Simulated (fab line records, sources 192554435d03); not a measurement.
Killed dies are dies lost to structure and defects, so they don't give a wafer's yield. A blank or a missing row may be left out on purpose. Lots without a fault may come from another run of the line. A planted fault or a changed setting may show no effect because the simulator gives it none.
Chamber matching | flow n5_finfet | N5_SPACER0_ALD_08 on ald_sin-02: 4 sister chambers
The step deposits SiNx, target thk 2 nm. 8 wafers are shown with their chamber, then 8 later ones without.

WAFERS WITH THEIR CHAMBER
wafer  | chamber | heater_power_w (W)
L076.2 | 3       | 880
L084.5 | 3       | 891
L087.4 | 2       | 905
L087.5 | 1       | 903
L092.1 | 0       | 832
L092.2 | 1       | 917
L092.6 | 0       | 821
L093.3 | 2       | 872

WAFERS WITHOUT THEIR CHAMBER
wafer  | heater_power_w (W)
L093.5 | 893
L093.6 | 863
L095.2 | 824
L095.3 | 855
L095.6 | 877
L096.2 | 919
L096.5 | 917
L096.6 | 878

WHICH CHAMBER EACH WENT THROUGH
wafer  | from the rows above               | in truth
L093.5 | can't be placed: 2 or 3 or 1      | 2
L093.6 | can't be placed: 3 or 2 or 0 or 1 | 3
L095.2 | 0                                 | 0
L095.3 | can't be placed: 0 or 3 or 2 or 1 | 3
L095.6 | can't be placed: 3 or 2 or 1      | 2
L096.2 | can't be placed: 1 or 2 or 3      | 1
L096.5 | can't be placed: 1 or 2 or 3      | 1
L096.6 | can't be placed: 3 or 2 or 1      | 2
Placed correctly: 1 of 8. Can't be placed from these rows: 7 (the true chamber is among the candidates in 7). Placed wrongly: 0.
How it was worked out, from the rows above alone: a wafer's distance from a chamber is the root of the sum, over the readings, of the square of ((its reading less the chamber's mean) divided by the reading's scatter). The wafer belongs to the nearest chamber; if the next one is less than 2 further off, it can't be placed. A chamber's mean is the mean of its shown wafers. The scatter: the root of (the sum of the squares of (reading less its chamber's mean) over the shown wafers, divided by (wafers less chambers)).
